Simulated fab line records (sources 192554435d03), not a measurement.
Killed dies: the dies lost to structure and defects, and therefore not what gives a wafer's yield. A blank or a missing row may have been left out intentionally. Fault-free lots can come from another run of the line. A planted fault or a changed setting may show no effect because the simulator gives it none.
Chamber matching ; flow n5 finfet ; N5_BEOL_M3_STRIP_66 on rie diel-03 has 4 sister chambers
The step strips in CF4. 4 wafers are shown with their chamber, then 10 later ones without.

== WAFERS, EACH WITH ITS CHAMBER ==
wafer;chamber;drypump motor current A (A)
L085.5;0;5.4
L089.1;3;6.0
L093.1;1;6.0
L093.4;2;6.2

== WAFERS MISSING THEIR CHAMBER ==
wafer;drypump motor current A (A)
L093.6;6.2
L094.1;6.1
L094.2;5.4
L094.3;6.2
L095.1;6.0
L095.2;6.0
L095.3;6.1
L097.1;6.2
L097.3;6.0
L097.6;6.2

== CHAMBER TAKEN BY EACH ==
wafer;from the rows above;in truth
L093.6;2;2
L094.1;can't be placed: 1 or 3 or 2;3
L094.2;0;0
L094.3;2;2
L095.1;can't be placed: 1 or 3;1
L095.2;can't be placed: 1 or 3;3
L095.3;can't be placed: 1 or 3 or 2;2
L097.1;2;2
L097.3;can't be placed: 1 or 3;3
L097.6;2;2
Placed correctly: 5 of 10. Can't be placed from these rows: 5 (the true chamber is among the candidates in 5). 0 placed wrongly.
How it was worked out, from the rows above alone: a wafer's distance from a chamber is the root of the sum, over the readings, of the square of ((its reading less the chamber's mean) divided by the reading's scatter). The wafer belongs to the nearest chamber; if the next one is less than 2 further off, it can't be placed. For every chamber, the mean is computed from those of its wafers that are shown. The scatter: with one shown wafer a chamber, the root of the mean of the squares of how far each hidden wafer lies from its nearest shown one.
